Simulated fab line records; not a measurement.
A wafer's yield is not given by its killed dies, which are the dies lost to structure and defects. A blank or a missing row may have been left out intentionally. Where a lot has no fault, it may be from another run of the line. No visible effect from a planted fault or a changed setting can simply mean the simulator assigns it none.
fab line records	flow nand-harc
[record] lots = 24	wafers = 72	last-day = 24
route steps=1159 shown A_CONTACT@907 A_M0@1024
lots with no fault: from the same line, run without faults
start-h: hours from the record's opening day to when the first of the lot's shown wafers began	wait-h: time in hours since the lot's previous step	" as in the row above	L1.1+2: one row covering several wafers at once	- either no value or no given start	* or withheld: withheld	< > ~ a bound
route shown NAME@n: names a module that has steps shown in the file, with the first one's number in the route	usual: average and standard deviation across the fault-free wafers	same: alike in all rows	chamber/n: place in a boat	sites: each site's reading	_std_site: the standard deviation of these	_edge_site: the outer-site mean with the inner-site mean subtracted	radius-mm: how far each site lies from the wafer's centre	mask NAME#n: copy n	behind: the last tool/chamber to shape the wafer	hold: cause of the lot's hold/its duration in hours/its outcome	device: names the non-switching transistor (n, p or np)	end of line: at the end of the route, the tests of the same wafers	step lacking rows: just its recipe	killed: not the wafer's yield, but the dies lost to structure and defects at the first sort	map: dies across one wafer; x = killed, . = not, _ = none there
set.NAME: the run value of the setting; set.NAME@STEP: its run value at that earlier step	model.NAME: the simulator's own value behind a step, which no gauge read
one table for each step of the route and one row for each wafer, over a sample of lots
services: a tool's chamber out of use, with start hour (start-h, from the record's first day; less than 0 if before it), hours out, and reason
[[steps]]
[step NHARC_A_CONTACT_ETCH_127]
[recipe] source-w = withheld	pressure-mtorr = 20	bias-v = 1200	time-s = 155	target-depth-a = 9560	ar-flow-sccm = withheld	c4f8-flow-sccm = withheld	o2-flow-sccm = withheld	chemistry = C4F8/O2/Ar
[same] time-s = 155
lot.wafer	tool	chamber	start-h	wait-h	rf-hours-counter-h
L074.4	har-cap-etch-01	0	369.82	0.1	-
L074.5	"	0	"	"	-
L074.6	"	1	"	"	-
L076.1	har-cap-etch-03	1	382.04	0.1	85
L076.2	"	0	"	"	85
L076.6	"	1	"	"	-
L075.2	har-cap-etch-01	1	382.05	0.1	59
L075.4	"	1	"	"	-
L075.6	"	1	"	"	-
L077.1	har-cap-etch-02	0	389.42	0.2	13
L077.2	"	1	"	"	13
L077.5	"	1	"	"	-
L079.1	har-cap-etch-02	1	394.95	0.2	14
L079.3	"	1	"	"	-
L079.6	"	1	"	"	-
L080.2	har-cap-etch-03	1	395.10	0.1	89
L080.3	"	1	"	"	-
L080.6	"	1	"	"	-
L078.2	har-cap-etch-03	1	398.67	0.1	91
L078.4	"	1	"	"	-
L078.3	"	0	"	"	-
L081.2	har-cap-etch-01	0	417.74	0.1	64
L081.4	"	0	"	"	-
L081.3	"	1	"	"	-
L082.1	har-cap-etch-02	1	429.27	0.1	19
L082.6	"	1	"	"	-
L082.5	"	0	"	"	-
L083.2	har-cap-etch-01	1	430.69	0.1	66
L083.1	"	0	"	"	66
L083.5	"	1	"	"	-
L084.3	har-cap-etch-01	0	435.06	0.1	-
L084.5	"	1	"	"	-
L084.6	"	0	"	"	-
L086.1	har-cap-etch-01	0	442.44	0.2	69
L086.2	"	1	"	"	69
L086.4	"	0	"	"	-
L087.1	har-cap-etch-01	1	445.24	0.1	70
L087.4	"	1	"	"	-
L087.5	"	1	"	"	-
L088.2	har-cap-etch-03	1	449.21	0.1	99
L088.4	"	0	"	"	-
L088.5	"	0	"	"	-
L085.1	har-cap-etch-01	0	450.42	0.1	71
L085.4	"	0	"	"	-
L085.6	"	1	"	"	-
L089.1	har-cap-etch-02	1	470.07	0.1	26
L089.4	"	1	"	"	-
L089.5	"	0	"	"	-
L090.1	har-cap-etch-01	1	470.11	0.2	74
L090.3	"	0	"	"	-
L090.5	"	0	"	"	-
L091.4	har-cap-etch-02	1	479.59	0.1	-
L091.6	"	1	"	"	-
L091.5	"	0	"	"	-
L092.2	har-cap-etch-01	0	481.19	0.1	76
L092.3	"	1	"	"	-
L092.6	"	1	"	"	-
L094.2	har-cap-etch-02	0	506.72	0.1	31
L094.4	"	1	"	"	-
L094.3	"	0	"	"	-
L095.2	har-cap-etch-03	0	509.56	0.1	106
L095.1	"	1	"	"	106
L095.3	"	0	"	"	-
L093.1	har-cap-etch-02	0	515.37	0.2	33
L093.4	"	0	"	"	-
L093.3	"	1	"	"	-
L096.2	har-cap-etch-02	0	518.23	0.2	34
L096.6	"	0	"	"	-
L096.5	"	1	"	"	-
L097.1	har-cap-etch-01	1	521.92	0.1	82
L097.3	"	1	"	"	-
L097.5	"	1	"	"	-
[step NHARC_A_CONTACT_ETCH_132]
[recipe] source-w = withheld	pressure-mtorr = 20	bias-v = 1200	time-s = 156	target-depth-a = 9580	ar-flow-sccm = withheld	c4f8-flow-sccm = withheld	o2-flow-sccm = withheld	chemistry = C4F8/O2/Ar
[same] time-s = 156
lot.wafer	tool	chamber	start-h	wait-h	rf-hours-counter-h
L074.4	har-cap-etch-01	0	370.53	0.1	-
L074.5	"	0	"	"	-
L074.6	"	1	"	"	-
L076.1	har-cap-etch-03	1	382.75	0.1	86
L076.2	"	0	"	"	86
L076.6	"	1	"	"	-
L075.2	har-cap-etch-01	1	382.76	0.1	60
L075.4	"	1	"	"	-
L075.6	"	1	"	"	-
L077.1	har-cap-etch-02	0	390.37	0.2	14
L077.2	"	1	"	"	14
L077.5	"	1	"	"	-
L080.2	har-cap-etch-03	1	395.81	0.1	90
L080.3	"	1	"	"	-
L080.6	"	1	"	"	-
L079.1	har-cap-etch-02	1	395.89	0.2	15
L079.3	"	1	"	"	-
L079.6	"	1	"	"	-
L078.2	har-cap-etch-03	1	399.38	0.1	91
L078.4	"	1	"	"	-
L078.3	"	0	"	"	-
L081.2	har-cap-etch-01	0	418.45	0.1	65
L081.4	"	0	"	"	-
L081.3	"	1	"	"	-
L082.1	har-cap-etch-02	1	429.97	0.1	19
L082.6	"	1	"	"	-
L082.5	"	0	"	"	-
L083.2	har-cap-etch-01	1	431.40	0.1	67
L083.1	"	0	"	"	67
L083.5	"	1	"	"	-
L084.3	har-cap-etch-01	0	435.77	0.1	-
L084.5	"	1	"	"	-
L084.6	"	0	"	"	-
L086.1	har-cap-etch-01	0	443.38	0.2	69
L086.2	"	1	"	"	69
L086.4	"	0	"	"	-
L087.1	har-cap-etch-01	1	445.94	0.1	71
L087.4	"	1	"	"	-
L087.5	"	1	"	"	-
L088.2	har-cap-etch-03	1	449.91	0.1	100
L088.4	"	0	"	"	-
L088.5	"	0	"	"	-
L085.1	har-cap-etch-01	0	451.13	0.1	72
L085.4	"	0	"	"	-
L085.6	"	1	"	"	-
L089.1	har-cap-etch-02	1	470.78	0.1	27
L089.4	"	1	"	"	-
L089.5	"	0	"	"	-
L090.1	har-cap-etch-01	1	471.05	0.2	74
L090.3	"	0	"	"	-
L090.5	"	0	"	"	-
L091.4	har-cap-etch-02	1	480.30	0.1	-
L091.6	"	1	"	"	-
L091.5	"	0	"	"	-
L092.2	har-cap-etch-01	0	481.90	0.1	76
L092.3	"	1	"	"	-
L092.6	"	1	"	"	-
L094.2	har-cap-etch-02	0	507.43	0.1	31
L094.4	"	1	"	"	-
L094.3	"	0	"	"	-
L095.2	har-cap-etch-03	0	510.27	0.1	107
L095.1	"	1	"	"	107
L095.3	"	0	"	"	-
L093.1	har-cap-etch-02	0	516.31	0.2	34
L093.4	"	0	"	"	-
L093.3	"	1	"	"	-
L096.2	har-cap-etch-02	0	519.13	0.1	35
L096.6	"	0	"	"	-
L096.5	"	1	"	"	-
L097.1	har-cap-etch-01	1	522.63	0.1	83
L097.3	"	1	"	"	-
L097.5	"	1	"	"	-
[step NHARC_A_CONTACT_ETCH_88]
[recipe] target-depth-a = 390	over-etch-frac = 0.3	time-s = 65	ion-energy-ev = 80	cf4-flow-sccm = 150	ar-flow-sccm = 0	rf-w = 300	bias-w = 100	chemistry = CF4
[usual] drypump-motor-current-A = 5.75/0.28	oes-product-au = 1.001/0.0081	rf-vpp-V = 151.6/1.1	showerhead-plenum-p-Torr = 1.81/0.064	throttle-valve-pct = 13.284/0.0093
[same] over-etch-frac = 0.3	time-s = 65
lot.wafer	tool	chamber	start-h	wait-h	drypump-motor-current-A	oes-product-au	rf-hours-counter-h	rf-vpp-V	showerhead-plenum-p-Torr	throttle-valve-pct
L074.4	rie-diel-10	2	375.56	0.1	6.06	1.000	2	152.4	1.82	13.289
L074.6	"	0	"	"	5.31	0.997	-	151.4	1.86	13.281
L074.5	"	1	"	"	5.62	0.999	-	151.2	1.76	13.293
L075.4	rie-diel-10	0	388.76	0.1	5.32	1.004	5	152.0	1.86	13.271
L075.2	"	1	"	"	5.62	1.014	6	151.3	1.76	13.294
L075.6	"	1	"	"	5.63	1.008	-	150.2	1.76	13.263
L076.1	rie-diel-07	0	389.78	0.1	6.22	1.007	50	152.1	1.89	13.278
L076.2	"	1	"	"	5.57	0.998	54	150.5	1.66	13.267
L076.6	"	2	"	"	6.05	1.019	-	148.9	1.68	13.281
L077.2	rie-diel-10	1	396.03	0.1	5.62	0.995	8	152.3	1.76	13.270
L077.1	"	3	"	"	5.91	0.997	8	151.9	1.87	13.277
L077.5	"	1	"	"	5.62	1.006	-	152.4	1.76	13.271
L080.2	rie-diel-10	3	400.38	0.1	5.88	0.999	9	153.0	1.87	13.297
L080.3	"	0	"	"	5.32	0.994	9	152.8	1.86	13.274
L080.6	"	1	"	"	5.66	1.000	-	150.4	1.76	13.286
L079.3	rie-diel-10	2	401.35	0.1	6.01	0.997	10	153.2	1.82	13.278
L079.1	"	3	"	"	5.88	0.990	9	152.6	1.87	13.283
L079.6	"	0	"	"	5.31	1.001	-	152.6	1.86	13.286
L078.3	rie-diel-10	2	403.70	0.1	6.05	1.014	11	152.3	1.82	13.289
L078.4	"	3	"	"	5.89	1.004	10	152.0	1.87	13.284
L078.2	"	1	"	"	5.66	1.000	11	150.9	1.76	13.282
L081.3	rie-diel-03	0	423.43	0.1	5.46	1.001	5	150.7	1.79	13.305
L081.2	"	1	"	"	5.75	0.999	5	153.7	1.87	13.283
L081.4	"	1	"	"	5.74	1.005	-	152.8	1.87	13.282
L082.1	rie-diel-10	3	434.30	0.4	5.90	0.994	15	151.7	1.87	13.300
L082.6	"	2	"	"	6.06	0.994	-	151.1	1.82	13.285
L082.5	"	3	"	"	5.89	1.000	-	151.9	1.87	13.295
L083.1	rie-diel-10	3	437.23	0.1	5.87	0.999	16	152.3	1.87	13.289
L083.2	"	0	"	"	5.31	0.996	17	152.7	1.86	13.278
L083.5	"	1	"	"	5.65	1.013	-	152.3	1.76	13.286
L084.3	rie-diel-10	1	442.14	0.1	5.64	0.998	19	150.4	1.76	13.295
L084.6	"	0	"	"	5.31	0.997	-	153.4	1.85	13.284
L084.5	"	1	"	"	5.61	1.005	-	150.6	1.76	13.268
L086.2	rie-diel-10	3	447.92	0.1	5.89	0.984	18	151.2	1.87	13.292
L086.1	"	1	"	"	5.62	0.997	20	153.6	1.75	13.275
L086.4	"	2	"	"	6.02	1.003	19	151.8	1.82	13.290
L087.4	rie-diel-10	0	450.13	0.1	5.32	0.991	19	151.6	1.85	13.283
L087.1	"	3	"	"	5.88	0.999	18	151.2	1.87	13.289
L087.5	"	0	"	"	5.29	0.991	-	152.0	1.85	13.285
L088.4	rie-diel-10	3	454.22	0.1	5.89	1.006	19	152.7	1.87	13.275
L088.2	"	1	"	"	5.62	1.010	21	150.6	1.75	13.275
L088.5	"	3	"	"	5.90	0.998	-	152.0	1.87	13.279
L085.1	rie-diel-10	2	455.35	0.1	6.10	0.998	20	150.9	1.81	13.288
L085.4	"	0	"	"	5.32	0.995	21	152.5	1.85	13.288
L085.6	"	1	"	"	5.61	0.990	-	151.0	1.75	13.287
L089.1	rie-diel-10	3	474.90	0.1	5.89	1.005	23	152.7	1.87	13.271
L089.4	"	0	"	"	5.30	1.004	24	151.3	1.85	13.285
L089.5	"	2	"	"	6.04	1.009	-	152.5	1.81	13.298
L090.1	rie-diel-10	2	476.19	0.1	5.99	1.020	25	152.7	1.81	13.273
L090.3	"	1	"	"	5.62	1.014	26	150.7	1.75	13.287
L090.5	"	3	"	"	5.88	0.994	-	153.2	1.87	13.280
L091.4	rie-diel-07	1	484.79	0.1	5.63	1.002	19	148.7	1.65	13.274
L091.6	"	0	"	"	6.28	0.993	-	151.7	1.88	13.302
L091.5	"	1	"	"	5.66	0.992	-	149.6	1.65	13.268
L092.2	rie-diel-10	0	486.19	0.1	5.29	0.999	26	151.9	1.85	13.281
L092.3	"	1	"	"	5.63	1.018	28	151.2	1.75	13.304
L092.6	"	1	"	"	5.63	1.010	-	152.2	1.75	13.285
L094.2	rie-diel-07	2	512.06	0.1	6.01	0.985	37	149.8	1.66	13.265
L094.3	"	3	"	"	5.73	0.985	34	151.8	1.79	13.306
L094.4	"	1	"	"	5.58	1.001	32	150.5	1.65	13.300
L095.1	rie-diel-07	3	515.39	0.1	5.73	0.998	35	152.1	1.79	13.280
L095.3	"	0	"	"	6.27	0.996	40	152.2	1.88	13.298
L095.2	"	2	"	"	6.03	1.004	38	149.1	1.66	13.276
L093.4	rie-diel-10	3	521.58	0.1	5.89	0.995	32	152.8	1.86	13.284
L093.1	"	1	"	"	5.61	0.999	35	151.7	1.75	13.282
L093.3	"	2	"	"	6.01	1.006	32	152.9	1.81	13.289
L096.2	rie-diel-03	3	524.18	0.1	6.05	1.018	44	150.8	1.79	13.288
L096.5	"	2	"	"	5.76	1.012	-	150.9	1.78	13.272
L096.6	"	3	"	"	6.07	0.998	-	151.6	1.79	13.290
L097.1	rie-diel-07	0	527.49	0.1	6.27	0.998	43	151.1	1.88	13.282
L097.3	"	1	"	"	5.62	1.006	37	149.4	1.65	13.290
L097.5	"	3	"	"	5.73	1.011	-	151.2	1.79	13.288
[step NHARC_A_CONTACT_ETCH_31]
[recipe] target-depth-a = 20000	over-etch-frac = 0.3	time-s = 520	ion-energy-ev = 150	o2-flow-sccm = 400	cos-flow-sccm = 20	ar-flow-sccm = 0	rf-w = 500	bias-w = 300	chemistry = O2/COS
[usual] drypump-motor-current-A = 5.75/0.28	oes-product-au = 0.999/0.0074	rf-vpp-V = 315.0/1.9	showerhead-plenum-p-Torr = 3.19/0.12	throttle-valve-pct = 28.331/0.0076
[same] over-etch-frac = 0.3	time-s = 520
lot.wafer	tool	chamber	start-h	wait-h	drypump-motor-current-A	oes-product-au	rf-hours-counter-h	rf-vpp-V	showerhead-plenum-p-Torr	throttle-valve-pct
L074.4	rie-diel-10	2	-	-	6.08	1.011	2	315.9	3.21	28.329
L074.6	"	1	"	"	5.66	1.009	-	314.1	3.11	28.329
L074.5	"	2	"	"	6.05	1.010	-	313.7	3.21	28.333
L075.2	rie-diel-10	2	-	-	6.06	1.008	6	315.1	3.21	28.333
L075.4	"	3	"	"	5.89	0.994	6	316.3	3.31	28.314
L075.6	"	1	"	"	5.60	1.000	-	313.1	3.10	28.318
L076.1	rie-diel-07	1	-	-	5.59	1.001	54	311.7	2.92	28.337
L076.2	"	2	"	"	6.05	1.018	50	312.5	2.95	28.340
L076.6	"	2	"	"	6.04	1.022	-	311.1	2.95	28.329
L077.2	rie-diel-10	1	-	-	5.60	0.994	8	313.2	3.10	28.315
L077.1	"	0	"	"	5.33	1.000	8	316.0	3.28	28.341
L077.5	"	1	"	"	5.62	1.002	-	315.5	3.10	28.330
L080.2	rie-diel-10	2	-	-	6.10	1.004	10	315.0	3.21	28.328
L080.3	"	3	"	"	5.89	1.003	9	316.7	3.31	28.332
L080.6	"	2	"	"	6.04	1.000	-	317.0	3.21	28.331
L079.3	rie-diel-10	2	-	-	6.02	1.000	10	315.2	3.21	28.331
L079.1	"	3	"	"	5.89	1.003	10	315.9	3.31	28.337
L079.6	"	2	"	"	6.00	1.009	-	314.7	3.21	28.329
L078.4	rie-diel-10	3	-	-	5.88	1.003	10	316.3	3.31	28.330
L078.2	"	0	"	"	5.33	1.009	10	315.6	3.28	28.347
L078.3	"	1	"	"	5.65	1.000	11	313.1	3.10	28.334
L081.2	rie-diel-03	0	-	-	5.49	0.990	6	315.7	3.15	28.334
L081.3	"	1	"	"	5.80	1.006	6	317.7	3.31	28.324
L081.4	"	0	"	"	5.48	0.995	-	313.7	3.15	28.332
L082.1	rie-diel-10	0	-	-	5.34	0.989	16	316.0	3.28	28.333
L082.6	"	0	"	"	5.32	0.987	-	315.4	3.28	28.329
L082.5	"	1	"	"	5.63	1.001	-	314.9	3.10	28.323
L083.2	rie-diel-10	1	-	-	5.65	0.997	18	314.5	3.10	28.326
L083.1	"	3	"	"	5.86	1.001	16	315.8	3.30	28.330
L083.5	"	1	"	"	5.63	1.009	-	314.9	3.10	28.326
L084.3	rie-diel-10	1	-	-	5.65	1.000	19	313.6	3.10	28.330
L084.6	"	0	"	"	5.32	0.986	-	314.9	3.28	28.325
L084.5	"	1	"	"	5.62	0.993	-	313.2	3.10	28.343
L086.1	rie-diel-10	1	-	-	5.63	1.004	20	314.5	3.10	28.330
L086.4	"	2	"	"	6.02	1.004	19	315.5	3.21	28.338
L086.2	"	3	"	"	5.90	0.993	18	317.2	3.30	28.345
L087.4	rie-diel-10	2	-	-	6.04	1.001	20	315.0	3.21	28.340
L087.1	"	3	"	"	5.88	0.994	19	316.1	3.30	28.326
L087.5	"	1	"	"	5.61	1.005	-	313.2	3.10	28.326
L088.2	rie-diel-10	0	-	-	5.30	1.001	21	318.1	3.28	28.341
L088.4	"	1	"	"	5.64	1.007	22	313.8	3.10	28.338
L088.5	"	2	"	"	6.05	1.013	-	316.6	3.21	28.335
L085.4	rie-diel-10	2	-	-	6.02	1.006	21	317.2	3.21	28.338
L085.1	"	3	"	"	5.92	0.996	20	316.3	3.30	28.335
L085.6	"	2	"	"	6.05	1.006	-	314.6	3.21	28.326
L089.1	rie-diel-10	2	-	-	6.05	0.997	25	315.9	3.20	28.332
L089.4	"	3	"	"	5.90	1.003	24	317.8	3.30	28.329
L089.5	"	1	"	"	5.62	0.997	-	313.5	3.09	28.339
L090.3	rie-diel-10	0	-	-	5.31	0.991	25	318.7	3.27	28.328
L090.1	"	2	"	"	6.05	1.016	25	314.7	3.20	28.334
L090.5	"	1	"	"	5.64	1.015	-	314.4	3.09	28.335
L091.4	rie-diel-07	0	-	-	6.29	0.999	27	316.7	3.33	28.326
L091.6	"	0	"	"	6.25	0.999	-	316.0	3.33	28.334
L091.5	"	1	"	"	5.57	1.000	-	310.8	2.91	28.333
L092.2	rie-diel-10	2	-	-	6.07	1.012	27	317.6	3.20	28.333
L092.3	"	3	"	"	5.89	0.994	26	316.6	3.30	28.344
L092.6	"	1	"	"	5.64	1.004	-	312.9	3.09	28.327
L094.4	rie-diel-07	0	-	-	6.29	1.000	39	318.4	3.32	28.332
L094.2	"	1	"	"	5.62	0.989	32	310.6	2.90	28.338
L094.3	"	3	"	"	5.68	1.000	34	314.3	3.16	28.349
L095.1	rie-diel-07	0	-	-	6.27	0.989	40	316.8	3.32	28.328
L095.2	"	2	"	"	6.04	0.998	39	312.9	2.93	28.336
L095.3	"	3	"	"	5.70	0.990	35	314.6	3.16	28.333
L093.4	rie-diel-10	0	-	-	5.32	0.997	33	315.0	3.27	28.331
L093.3	"	1	"	"	5.63	0.995	35	313.3	3.09	28.331
L093.1	"	2	"	"	6.07	1.008	32	315.9	3.20	28.331
L096.2	rie-diel-03	0	-	-	5.47	1.005	45	314.1	3.14	28.335
L096.6	"	1	"	"	5.76	0.995	-	315.7	3.28	28.317
L096.5	"	2	"	"	5.77	0.995	-	313.8	3.14	28.333
L097.1	rie-diel-07	0	-	-	6.24	0.989	43	317.0	3.32	28.336
L097.3	"	3	"	"	5.74	0.988	38	315.2	3.16	28.335
L097.5	"	0	"	"	6.26	0.990	-	315.4	3.32	28.336
[step NHARC_A_CONTACT_ETCH_137]
[recipe] source-w = withheld	pressure-mtorr = 20	bias-v = 3000	time-s = 132	target-depth-a = 12870	ar-flow-sccm = withheld	c4f8-flow-sccm = withheld	o2-flow-sccm = withheld	chemistry = C4F8/O2/Ar
[same] time-s = 132
lot.wafer	tool	chamber	start-h	wait-h	rf-hours-counter-h
L074.4	har-cap-etch-02	0	377.09	0.1	-
L074.5	"	1	"	"	-
L074.6	"	0	"	"	-
L075.2	har-cap-etch-03	1	390.29	0.1	88
L075.4	"	0	"	"	-
L075.6	"	1	"	"	-
L076.1	har-cap-etch-03	1	391.51	0.1	89
L076.2	"	0	"	"	89
L076.6	"	1	"	"	-
L077.1	har-cap-etch-01	0	397.45	0.1	63
L077.2	"	1	"	"	63
L077.5	"	0	"	"	-
L080.2	har-cap-etch-02	1	402.02	0.1	16
L080.3	"	1	"	"	-
L080.6	"	1	"	"	-
L079.1	har-cap-etch-01	0	402.70	0.1	63
L079.3	"	0	"	"	-
L079.6	"	0	"	"	-
L078.2	har-cap-etch-03	0	405.07	0.1	92
L078.3	"	1	"	"	-
L078.4	"	0	"	"	-
L081.2	har-cap-etch-01	0	424.96	0.1	65
L081.3	"	1	"	"	-
L081.4	"	0	"	"	-
L082.1	har-cap-etch-03	0	435.64	0.1	96
L082.6	"	0	"	"	-
L082.5	"	1	"	"	-
L083.1	har-cap-etch-02	1	438.56	0.1	21
L083.2	"	0	"	"	21
L083.5	"	1	"	"	-
L084.3	har-cap-etch-03	1	443.74	0.1	-
L084.5	"	0	"	"	-
L084.6	"	1	"	"	-
L086.2	har-cap-etch-02	1	449.27	0.1	23
L086.1	"	0	"	"	23
L086.4	"	0	"	"	-
L087.1	har-cap-etch-02	0	451.55	0.1	24
L087.4	"	1	"	"	-
L087.5	"	1	"	"	-
L088.2	har-cap-etch-03	1	455.59	0.1	100
L088.4	"	0	"	"	-
L088.5	"	1	"	"	-
L085.1	har-cap-etch-01	0	456.69	0.1	73
L085.4	"	0	"	"	-
L085.6	"	1	"	"	-
L089.1	har-cap-etch-01	1	476.33	0.1	75
L089.4	"	1	"	"	-
L089.5	"	0	"	"	-
L090.1	har-cap-etch-03	1	477.56	0.1	103
L090.3	"	0	"	"	-
L090.5	"	0	"	"	-
L091.4	har-cap-etch-03	1	486.21	0.1	-
L091.6	"	0	"	"	-
L091.5	"	1	"	"	-
L092.2	har-cap-etch-02	1	487.69	0.1	30
L092.3	"	1	"	"	-
L092.6	"	1	"	"	-
L094.2	har-cap-etch-03	1	513.88	0.1	107
L094.4	"	0	"	"	-
L094.3	"	1	"	"	-
L095.1	har-cap-etch-01	0	517.29	0.1	82
L095.2	"	1	"	"	82
L095.3	"	1	"	"	-
L093.1	har-cap-etch-02	1	522.99	0.1	36
L093.4	"	1	"	"	-
L093.3	"	0	"	"	-
L096.2	har-cap-etch-03	1	525.55	0.1	111
L096.6	"	0	"	"	-
L096.5	"	1	"	"	-
L097.1	har-cap-etch-01	1	528.82	0.1	85
L097.3	"	0	"	"	-
L097.5	"	1	"	"	-
[step NHARC_A_M0_PRE_CLEAN_31]
[recipe] time-s = 12	temp-c = 370	rf-power-w = 300	gas = NH3
[usual] heater-power-w = 636/98
[same] time-s = 12
lot.wafer	tool	chamber	start-h	wait-h	heater-power-w
L074.4	pecvd-04	0	389.53	0.1	845
L074.6	"	1	"	"	596
L074.5	"	2	"	"	710
L075.2	pecvd-02	2	404.95	0.1	573
L075.4	"	2	"	"	579
L075.6	"	1	"	"	536
L076.2	pecvd-03	2	405.40	0.1	683
L076.1	"	0	"	"	575
L076.6	"	1	"	"	687
L077.1	pecvd-03	1	410.65	0.1	669
L077.2	"	0	"	"	655
L077.5	"	2	"	"	684
L080.2	pecvd-02	0	415.27	0.1	494
L080.3	"	2	"	"	676
L080.6	"	2	"	"	692
L079.1	pecvd-03	0	415.50	0.1	671
L079.3	"	1	"	"	735
L079.6	"	0	"	"	658
L078.2	pecvd-03	0	420.00	0.2	552
L078.3	"	2	"	"	680
L078.4	"	0	"	"	564
L081.3	pecvd-02	1	439.56	0.1	522
L081.2	"	2	"	"	673
L081.4	"	1	"	"	507
L082.1	pecvd-03	0	446.38	0.1	657
L082.5	"	1	"	"	668
L082.6	"	2	"	"	589
L083.2	pecvd-02	2	449.14	0.1	657
L083.1	"	1	"	"	533
L083.5	"	0	"	"	541
L084.3	pecvd-04	0	458.21	0.1	803
L084.6	"	1	"	"	642
L084.5	"	2	"	"	732
L086.1	pecvd-04	2	464.27	0.1	703
L086.2	"	0	"	"	827
L086.4	"	0	"	"	826
L087.1	pecvd-04	1	464.74	0.1	539
L087.4	"	0	"	"	780
L087.5	"	1	"	"	543
L088.2	pecvd-04	2	470.15	0.2	632
L088.4	"	1	"	"	557
L088.5	"	0	"	"	842
L085.1	pecvd-03	1	470.40	0.1	767
L085.6	"	0	"	"	643
L085.4	"	2	"	"	665
L089.1	pecvd-02	1	497.37	0.1	470
L089.5	"	0	"	"	480
L089.4	"	2	"	"	684
L090.1	pecvd-04	1	500.18	0.1	644
L090.3	"	0	"	"	818
L090.5	"	0	"	"	840
L091.5	pecvd-02	0	505.91	0.5	481
L091.4	"	1	"	"	493
L091.6	"	2	"	"	570
L092.2	pecvd-02	0	508.02	0.1	561
L092.3	"	1	"	"	552
L092.6	"	2	"	"	673
L094.2	pecvd-03	1	525.17	0.1	693
L094.3	"	2	"	"	657
L094.4	"	2	"	"	656
L095.2	pecvd-02	1	530.16	0.1	560
L095.1	"	2	"	"	680
L095.3	"	0	"	"	540
L093.3	pecvd-02	0	537.59	0.1	524
L093.1	"	1	"	"	493
L093.4	"	0	"	"	538
L096.2	pecvd-04	1	539.57	0.1	542
L096.6	"	1	"	"	552
L096.5	"	2	"	"	723
L097.3	pecvd-03	2	544.01	0.1	662
L097.1	"	0	"	"	616
L097.5	"	0	"	"	627
[[services]]
tool	chamber	start-h	hours	kind
rie-diel-07	-	349.49	0.6	repair
rie-diel-10	-	353.58	9.0	pm
rie-diel-10	0	353.58	9.0	vent-cycle
rie-diel-10	1	353.58	9.0	vent-cycle
pecvd-04	0	354.95	16.5	repair
rie-diel-07	2	373.39	6.5	repair
pecvd-04	-	376.22	13.0	pm
rie-diel-03	-	392.30	9.0	pm
rie-diel-07	-	405.37	9.0	pm
pecvd-02	1	414.46	8.1	repair
rie-diel-03	0	424.32	3.2	repair
pecvd-02	0	429.67	5.2	repair
rie-diel-07	3	433.76	4.1	repair
rie-diel-03	3	446.94	8.8	repair
pecvd-02	1	470.44	17.1	repair
rie-diel-07	3	473.35	6.6	repair
pecvd-03	-	473.39	13.0	pm
pecvd-02	0	477.34	2.7	repair
rie-diel-10	2	490.97	14.2	repair
pecvd-02	-	515.26	13.0	pm
pecvd-04	0	517.96	4.8	repair
rie-diel-07	0	521.92	3.5	repair
rie-diel-10	-	530.58	9.0	pm
rie-diel-07	2	543.84	3.9	repair
[[key]]
fault none
